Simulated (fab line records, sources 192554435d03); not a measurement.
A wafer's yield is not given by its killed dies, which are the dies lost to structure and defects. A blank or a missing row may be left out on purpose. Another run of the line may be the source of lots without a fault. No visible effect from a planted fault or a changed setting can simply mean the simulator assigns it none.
fab line records | flow n5_finfet
[record] lots = 15 wafers = 45 last_day = 18
route steps=1938 shown STI_FIN_REVEAL@196 DUMMY_GATE@229
lots untouched by any fault: they come from a run of this same line in which no faults occurred
start_h: the number of hours between the record's first day and the start of the first shown wafer of the lot | wait_h: hours since the lot's step before | " as in the row above | L1.1+2: one row covering several wafers at once | - no value, or no start given | * or withheld: withheld | < > ~ a bound
route shown NAME@n: a module of which the file shows steps, and the number in the route of the first | usual: mean and standard deviation over wafers with no fault | same: alike in all rows | chamber/n: place in a boat | sites: readings site by site | _std_site: their standard deviation | _edge_site: outer sites' mean less inner sites' | radius_mm: for every site, how far away it sits from the centre of the wafer | mask NAME#n: copy n | behind: tool/chamber where the wafer was last shaped | hold: cause of the lot's hold/its duration in hours/its outcome | device: transistor that didn't switch, given as n, p or np | end of line: the same wafers' tests at the end of the route | a step given without rows: its recipe and nothing more | killed: dies lost to structure and defects at the first sort, not the wafer's yield | map: a wafer's dies, x killed, . not, _ none there
set.NAME: the setting the step ran with; set.NAME@STEP: the setting that earlier step ran with | model.NAME: the simulator's own value behind a step, which no gauge read
route steps across a sampled set of lots; one table per step, one row per wafer
services: the hour from which a tool's chamber was out of use, counted from the record's first day as start_h (under 0 if before that day), plus the number of hours and why
[[steps]]
[step N5_STI_FIN_REVEAL_RECESS_09]
[recipe] chemistry = HF/NH3 target = SiO2 afs_cycles = 11 target_depth_a = 425 temp_c = 30 sublimation_temp_c = 180 sublimation_time_s = 60
[usual] drypump_motor_current_A = 5.4/0.59
[same] sublimation_time_s = 60
// columns lot.wafer tool chamber start_h wait_h drypump_motor_current_A
L853.2 vapor_etch-02 0 41.58 0.0 5.3
L853.4 " 0 " " 5.3
L853.6 " 1 " " 4.7
L854.1 vapor_etch-01 0 47.31 0.0 6.3
L854.2 " 1 " " 5.6
L854.4 " 1 " " 5.6
L855.1 vapor_etch-01 1 52.71 0.0 5.6
L855.2 " 0 " " 6.3
L855.5 " 1 53.77 1.1 5.6
L856.2 vapor_etch-02 1 60.20 0.6 4.7
L856.4 " 1 61.26 1.6 4.7
L856.6 " 1 62.32 2.7 4.6
L858.3 vapor_etch-02 1 72.64 0.6 4.7
L858.5 " 0 " " 5.4
L858.6 " 1 " " 4.7
L859.2 vapor_etch-01 1 77.66 0.0 5.6
L859.3 " 1 " " 5.6
L859.4 " 0 " " 6.3
L861.1 vapor_etch-02 0 88.34 0.0 5.4
L861.2 " 1 " " 4.7
L861.3 " 0 " " 5.4
L862.2 vapor_etch-02 0 98.22 0.0 5.4
L862.4 " 0 " " 5.3
L862.5 " 0 " " 5.3
L863.1 vapor_etch-02 0 103.70 0.0 5.3
L863.3 " 1 " " 4.7
L863.5 " 0 " " 5.3
L865.1 vapor_etch-01 1 112.49 0.0 5.6
L865.3 " 1 " " 5.6
L865.6 " 1 " " 5.6
L866.1 vapor_etch-01 0 118.06 0.0 6.3
L866.4 " 1 " " 5.6
L866.6 " 0 " " 6.3
L867.1 vapor_etch-02 0 124.33 0.0 5.4
L867.5 " 0 125.39 1.1 5.4
L867.6 " 1 " " 4.7
L872.1 vapor_etch-02 0 154.99 0.1 5.4
L872.5 " 1 156.05 1.1 4.7
L872.6 " 0 " " 5.4
L874.1 vapor_etch-01 0 170.02 0.0 6.4
L874.4 " 1 " " 5.6
L874.5 " 1 " " 5.6
L875.1 vapor_etch-01 0 175.13 0.0 6.3
L875.3 " 1 " " 5.6
L875.5 " 0 " " 6.3
[step N5_DUMMY_GATE_PEB_13]
[recipe] peb_temp_c = 100 peb_time_s = 60 resist = CAR-EUV
[usual] chill_plate_temp_C = 23.01/0.11 exhaust_pa = 45.0/0.95
// columns lot.wafer tool chamber start_h wait_h chill_plate_temp_C exhaust_pa
L853.2 litho_track-02 0 52.93 0.0 23.24 44.4
L853.4 " 0 " " 22.94 44.7
L853.6 " 0 " " 23.03 43.8
L854.1 litho_track-02 0 59.08 0.1 23.14 44.8
L854.2 " 0 " " 22.86 46.2
L854.4 " 0 " " 22.99 45.2
L855.1 litho_track-04 0 64.02 0.1 23.08 45.9
L855.2 " 0 " " 23.01 45.8
L855.5 " 0 " " 22.97 45.1
L856.2 litho_track-02 0 72.61 0.0 22.97 44.6
L856.4 " 0 " " 22.90 44.8
L856.6 " 0 " " 23.02 45.1
L858.3 litho_track-02 0 85.14 0.0 23.18 46.3
L858.5 " 0 " " 23.05 45.9
L858.6 " 0 " " 23.19 47.8
L859.2 litho_track-01 0 88.96 0.0 23.09 45.0
L859.3 " 0 " " 22.98 43.3
L859.4 " 0 " " 23.08 45.2
L861.1 litho_track-04 0 100.38 0.1 22.90 45.1
L861.2 " 0 " " 22.92 46.3
L861.3 " 0 " " 23.06 46.2
L862.2 litho_track-02 0 109.42 0.0 23.04 45.4
L862.4 " 0 " " 22.97 44.2
L862.5 " 0 " " 22.88 45.5
L863.1 litho_track-01 0 115.07 0.1 22.97 46.5
L863.3 " 0 " " 23.00 45.3
L863.5 " 0 " " 23.04 45.6
L865.1 litho_track-02 - 123.69 0.1 - -
L865.3 " - " " - -
L865.6 " - " " - -
L866.1 litho_track-01 - 129.57 0.1 - -
L866.4 " - " " - -
L866.6 " - " " - -
L867.1 litho_track-02 - 137.52 0.1 - -
L867.5 " - " " - -
L867.6 " - " " - -
L872.1 litho_track-04 0 166.54 0.1 22.95 46.4
L872.5 " 0 " " 23.18 46.5
L872.6 " 0 " " 23.00 46.1
L874.1 litho_track-01 0 185.28 0.1 23.12 45.7
L874.4 " 0 " " 22.99 45.3
L874.5 " 0 " " 22.96 44.6
L875.1 litho_track-01 0 191.15 0.1 22.89 45.7
L875.3 " 0 " " 23.24 44.9
L875.5 " 0 " " 23.16 44.9
[step N5_DUMMY_GATE_OVL_MEAS_16]
[recipe] points_per_wafer = 522
[usual] GATE_OVL = 0.3/0.78
// columns lot.wafer tool chamber start_h wait_h GATE_OVL[nm]
L853.2 overlay-02 0 53.04 0.0 0.2
L853.4 " 0 " " 0.9
L853.6 " 0 " " 0.8
L854.1 overlay-02 0 59.18 0.0 1.4
L854.2 " 0 " " 0.7
L854.4 " 0 " " 0.8
L855.1 overlay-01 0 64.12 0.0 0.5
L855.2 " 0 " " -0.4
L855.5 " 0 " " 0.3
L856.2 overlay-01 0 72.72 0.0 -1.2
L856.4 " 0 " " -1.5
L856.6 " 0 " " -1.1
L858.3 overlay-02 0 85.26 0.0 -0.4
L858.5 " 0 " " -0.8
L858.6 " 0 " " 0.8
L859.2 overlay-01 0 89.07 0.0 0.0
L859.3 " 0 " " -0.3
L859.4 " 0 " " -0.6
L861.1 overlay-02 0 100.48 0.0 1.5
L861.2 " 0 " " 0.6
L861.3 " 0 " " 1.8
L862.2 overlay-01 0 109.54 0.0 -0.6
L862.4 " 0 " " -0.9
L862.5 " 0 " " -0.3
L863.1 overlay-01 0 115.17 0.0 1.2
L863.3 " 0 " " 0.4
L863.5 " 0 " " 1.2
L865.1 overlay-01 0 123.79 0.0 -
L865.3 " 0 " " -
L865.6 " 0 " " -
L866.1 overlay-01 0 129.68 0.0 -
L866.4 " 0 " " -
L866.6 " 0 " " -
L867.1 overlay-02 0 137.63 0.0 -
L867.5 " 0 " " -
L867.6 " 0 " " -
L872.1 overlay-02 0 166.64 0.0 0.8
L872.5 " 0 " " 0.5
L872.6 " 0 " " 0.7
L874.1 overlay-01 0 185.39 0.0 -0.9
L874.4 " 0 " " -0.8
L874.5 " 0 " " -0.2
L875.1 overlay-01 0 191.25 0.0 0.2
L875.3 " 0 " " 0.1
L875.5 " 0 " " 0.8
[step N5_DUMMY_GATE_ETCH_29]
[recipe] chemistry = N2/H2 target = underlayer target_depth_a = 130 ion_energy_ev = 200 pressure_mtorr = 30 source_w = 840 bias_w = 150 n2_flow_sccm = 200 h2_flow_sccm = 200
[usual] drypump_motor_current_A = 5.8/0.4 oes_product_au = 0.74/0.052 rf_vpp_V = 523.1/2.5 showerhead_plenum_p_Torr = 2.52/0.084 throttle_valve_pct = 17.91/0.21
// columns lot.wafer tool chamber start_h wait_h drypump_motor_current_A oes_product_au rf_hours_counter_h rf_vpp_V showerhead_plenum_p_Torr throttle_valve_pct
L853.2 rie_diel-04 2 53.30 0.0 5.7 0.70 210 523.7 2.51 18.03
L853.4 " 1 " " 6.1 0.80 121 527.9 2.67 17.76
L853.6 " 3 " " 5.8 0.75 - 523.2 2.53 18.04
L854.1 rie_diel-03 3 59.40 0.0 6.2 0.84 71 522.3 2.47 17.82
L854.2 " 2 " " 6.2 0.76 130 521.4 2.45 17.94
L854.4 " 0 " " 6.1 0.78 141 521.5 2.44 17.83
L855.1 rie_diel-04 1 64.28 0.0 6.1 0.78 125 526.5 2.67 17.76
L855.2 " 0 " " 5.6 0.72 169 523.5 2.53 18.10
L855.5 " 1 " " 6.1 0.78 - 526.6 2.67 17.77
L856.2 rie_diel-03 0 73.42 0.0 6.1 0.78 146 522.4 2.44 17.84
L856.4 " 1 " " 4.7 0.69 221 523.8 2.61 17.92
L856.6 " 3 " " 6.2 0.83 - 520.6 2.47 17.83
L858.3 rie_diel-04 1 85.41 0.0 6.1 0.78 131 526.9 2.66 17.76
L858.5 " 0 " " 5.6 0.71 - 523.3 2.53 18.13
L858.6 " 3 " " 5.8 0.75 - 522.2 2.53 18.07
L859.2 rie_diel-02 2 89.45 0.0 5.2 0.67 235 523.3 2.50 17.69
L859.3 " 3 " " 6.3 0.69 230 526.3 2.62 17.83
L859.4 " 1 " " 5.7 0.80 112 519.7 2.35 17.39
L861.1 rie_diel-02 0 100.64 0.0 5.7 0.77 118 524.1 2.56 18.09
L861.2 " 1 " " 5.7 0.79 115 519.4 2.35 17.38
L861.3 " 2 " " 5.2 0.68 237 522.8 2.50 17.69
L862.2 rie_diel-03 3 109.69 0.0 6.2 0.82 86 522.6 2.46 17.83
L862.4 " 1 " " 4.7 0.68 234 526.4 2.60 17.92
L862.5 " 0 " " 6.1 0.77 - 520.3 2.43 17.86
L863.1 rie_diel-04 2 115.33 0.0 5.7 0.68 229 522.7 2.50 18.08
L863.3 " 0 " " 5.6 0.71 183 523.9 2.53 18.13
L863.5 " 2 " " 5.7 0.68 - 521.7 2.50 18.07
L865.1 rie_diel-02 0 124.51 0.0 5.7 0.76 125 524.1 2.55 18.10
L865.3 " 3 " " 6.3 0.68 240 525.8 2.62 17.83
L865.6 " 0 " " 5.7 0.76 - 524.7 2.55 18.08
L866.1 rie_diel-04 0 130.40 0.0 5.6 0.71 187 523.1 2.53 18.13
L866.4 " 1 " " 6.1 0.77 143 527.1 2.66 17.79
L866.6 " 2 " " 5.7 0.67 - 523.2 2.50 18.08
L867.1 rie_diel-03 0 137.78 0.0 6.1 0.76 165 522.6 2.43 17.87
L867.5 " 0 " " 6.1 0.77 - 521.5 2.43 17.88
L867.6 " 1 " " 4.8 0.67 - 524.7 2.60 17.94
L872.1 rie_diel-04 3 166.80 0.0 5.8 0.74 208 522.5 2.52 18.10
L872.5 " 2 " " 5.7 0.67 - 522.4 2.50 18.11
L872.6 " 1 " " 6.1 0.76 - 526.6 2.65 17.82
L874.1 rie_diel-04 2 185.56 0.0 5.7 0.67 250 523.0 2.50 18.10
L874.4 " 0 " " 5.6 0.70 202 523.5 2.52 18.16
L874.5 " 2 " " 5.7 0.67 - 523.0 2.50 18.09
L875.1 rie_diel-02 1 191.66 0.0 5.7 0.76 141 517.1 2.34 17.44
L875.3 " 0 " " 5.7 0.73 150 522.1 2.54 18.13
L875.5 " 1 " " 5.7 0.77 - 518.2 2.34 17.42
[[services]]
// columns tool chamber start_h hours kind
rie_diel-03 - 22.85 0.8 repair
vapor_etch-02 0 59.36 2.9 repair
rie_diel-03 1 63.21 7.4 repair
vapor_etch-01 - 101.95 0.1 repair
rie_diel-02 1 128.59 14.5 repair
rie_diel-02 2 143.09 - clean
rie_diel-02 2 143.09 - consumable_replace:focus_ring
rie_diel-02 2 143.09 35.0 scheduled_down
rie_diel-02 2 143.09 35.0 vent_cycle
rie_diel-03 1 170.57 - clean
rie_diel-03 1 170.57 - consumable_replace:focus_ring
rie_diel-03 1 170.57 23.4 scheduled_down
rie_diel-03 1 170.57 23.4 vent_cycle
rie_diel-02 3 178.06 - clean
rie_diel-02 3 178.06 - consumable_replace:focus_ring
rie_diel-02 3 178.06 12.3 scheduled_down
rie_diel-02 3 178.06 12.3 vent_cycle
rie_diel-04 2 185.70 - clean
rie_diel-04 2 185.70 - consumable_replace:focus_ring
vapor_etch-02 - 188.38 2.7 repair
[[key]]
[first_sign] step = N5_DUMMY_GATE_PEB_13 reading = tool_record direction = missing
effect none on later readings
met_at N5_DUMMY_GATE_PEB_13
struck_lots L865,L866,L867
later_rows_left_out L865.1,L865.3,L865.6,L866.1,L866.4,L866.6,L867.1,L867.5,L867.6
sort_left_out L865.1,L865.3,L865.6,L866.1,L866.4,L866.6,L867.1,L867.5,L867.6
not_acting_at N5_STI_FIN_REVEAL_RECESS_09,N5_DUMMY_GATE_OVL_MEAS_16,N5_DUMMY_GATE_ETCH_29
onset_between 115.07 123.69
[fault] kind = skipped_step_whole tool = litho_track-01,litho_track-02 chamber = - onset_h = 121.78 steps = N5_DUMMY_GATE_PEB_13 scope = struck_lots_only
// sort_left_out: the simulated sort isn't trusted on such a fault, so these wafers' sort isn't shown, and their yield isn't known
// later_rows_left_out: the simulator's readings of these wafers behind a module that went badly wrong aren't trusted and aren't shown, but for the sort
